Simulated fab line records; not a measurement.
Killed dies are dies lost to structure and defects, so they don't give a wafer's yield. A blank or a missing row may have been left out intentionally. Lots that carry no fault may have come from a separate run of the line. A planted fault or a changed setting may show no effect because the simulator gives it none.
Matching of chambers | flow n5-finfet | cmp-01 running N5_BEOL_M12_CMP_49: 4 sister chambers
The step polishes, stops on SiOC, t overpolish 20.6 s, target thk 320 nm. 14 wafers are shown with their chamber, then 7 later ones without.

EACH WAFER AND ITS CHAMBER
wafer  | chamber | motor-current-A (A) | clearing-platen-down-force-psi (psi) | barrier-field-endpoint-s (s)
L078.2 | 2       | 6.4                 | 1.4938                               | 27.8
L078.3 | 3       | 6.5                 | 1.5022                               | 28.6
L079.1 | 0       | 6.5                 | 1.4962                               | 29.3
L079.2 | 2       | 6.0                 | 1.4978                               | 29.7
L081.3 | 3       | 6.6                 | 1.5037                               | 29.2
L081.4 | 1       | 5.2                 | 1.4981                               | 29.5
L083.1 | 2       | 6.0                 | 1.5031                               | 29.9
L083.3 | 1       | 5.4                 | 1.5006                               | 30.4
L086.1 | 0       | 6.5                 | 1.4958                               | 29.5
L086.3 | 1       | 5.6                 | 1.5062                               | 30.5
L086.4 | 2       | 6.3                 | 1.4995                               | 29.0
L093.2 | 2       | 6.5                 | 1.4988                               | 29.5
L093.4 | 3       | 6.2                 | 1.5011                               | 30.2
L091.3 | 2       | 6.4                 | 1.5031                               | 29.7

SIGNATURES, as means of the wafers listed above
reading                        | chamber 0 | chamber 1 | chamber 2 | chamber 3 | scatter within a chamber
motor-current-A                | 6.500     | 5.400     | 6.267     | 6.433     | 0.2
clearing-platen-down-force-psi | 1.496000  | 1.501633  | 1.499350  | 1.502333  | 0.00316
barrier-field-endpoint-s       | 29.400    | 30.133    | 29.267    | 29.333    | 0.706
Rule: distance of a wafer from a chamber = root of the sum over the readings of ((wafer's reading minus chamber's mean) / reading's scatter) squared. The wafer belongs to the nearest chamber; if the next one is less than 2 further off, it can't be placed. The scatter is the square root of a quotient: the sum, over the shown wafers, of each reading's squared deviation from its chamber's mean, divided by wafers minus chambers.

WAFERS WITHOUT THEIR CHAMBER
wafer  | motor-current-A (A) | clearing-platen-down-force-psi (psi) | barrier-field-endpoint-s (s)
L092.1 | 6.3                 | 1.5045                               | 30.0
L092.2 | 6.9                 | 1.4987                               | 30.8
L092.3 | 5.2                 | 1.5021                               | 30.9
L097.1 | 6.8                 | 1.5023                               | 29.8
L097.3 | 6.4                 | 1.4977                               | 29.8
L096.1 | 6.3                 | 1.5006                               | 28.9
L096.4 | 6.7                 | 1.4977                               | 29.6

EACH ONE'S CHAMBER
wafer  | from the rows above          | in truth
L092.1 | can't be placed: 3 or 2 or 0 | 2
L092.2 | can't be placed: 0 or 3 or 2 | 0
L092.3 | 1                            | 1
L097.1 | can't be placed: 3 or 0 or 2 | 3
L097.3 | can't be placed: 0 or 2 or 3 | 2
L096.1 | can't be placed: 2 or 3 or 0 | 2
L096.4 | can't be placed: 0 or 3 or 2 | 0
Placed correctly: 1 of 7. From these rows, 6 cannot be placed; in 6 the true chamber is one of the candidates. Number placed wrongly: 0.
